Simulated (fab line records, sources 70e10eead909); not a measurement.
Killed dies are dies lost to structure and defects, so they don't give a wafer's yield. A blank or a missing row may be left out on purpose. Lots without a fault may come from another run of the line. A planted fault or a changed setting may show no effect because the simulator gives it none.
Chamber matching | flow nand_harc | NHARC_P_ZERO_WELL_ETCH_63 on rie_si-03: 4 sister chambers
The step etches the open film in HBr/Cl2, target depth 120 nm, time 40.1 s. 8 wafers are shown with their chamber, then 11 later ones without.

WAFERS WITH THEIR CHAMBER
wafer  | chamber | he_backside_leak_sccm (sccm) | oes_product_au (a.u.)
L075.6 | 2       | 2.85                         | 0.989
L082.2 | 2       | 3.04                         | 0.994
L082.6 | 0       | 2.92                         | 0.996
L085.2 | 0       | 2.86                         | 0.992
L086.2 | 1       | 2.73                         | 1.003
L086.4 | 3       | 2.71                         | 0.995
L086.5 | 1       | 2.88                         | 1.006
L091.1 | 3       | 2.72                         | 0.994

WAFERS WITHOUT THEIR CHAMBER
wafer  | he_backside_leak_sccm (sccm) | oes_product_au (a.u.)
L091.3 | 2.75                         | 0.984
L091.5 | 2.84                         | 0.998
L092.1 | 2.70                         | 1.001
L092.4 | 2.67                         | 1.001
L092.6 | 2.66                         | 0.997
L095.1 | 2.82                         | 1.007
L095.4 | 2.71                         | 0.994
L095.5 | 2.90                         | 0.994
L096.2 | 2.97                         | 0.986
L096.3 | 2.76                         | 0.981
L096.6 | 2.82                         | 0.994

WHICH CHAMBER EACH WENT THROUGH
wafer  | from the rows above               | in truth
L091.3 | can't be placed: 2 or 3 or 0      | 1
L091.5 | can't be placed: 0 or 3 or 1 or 2 | 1
L092.1 | can't be placed: 1 or 3 or 0      | 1
L092.4 | can't be placed: 1 or 3 or 0      | 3
L092.6 | can't be placed: 3 or 0           | 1
L095.1 | 1                                 | 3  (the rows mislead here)
L095.4 | can't be placed: 3 or 0           | 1
L095.5 | can't be placed: 0 or 2 or 3      | 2
L096.2 | can't be placed: 2 or 0           | 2
L096.3 | can't be placed: 2 or 0 or 3      | 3
L096.6 | can't be placed: 0 or 3 or 2      | 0
Placed correctly: 0 of 11. Can't be placed from these rows: 10 (the true chamber is among the candidates in 7). Placed wrongly: 1.
How it was worked out, from the rows above alone: a wafer's distance from a chamber is the root of the sum, over the readings, of the square of ((its reading less the chamber's mean) divided by the reading's scatter). The wafer belongs to the nearest chamber; if the next one is less than 2 further off, it can't be placed. A chamber's mean is the mean of its shown wafers. The scatter: the root of (the sum of the squares of (reading less its chamber's mean) over the shown wafers, divided by (wafers less chambers)).
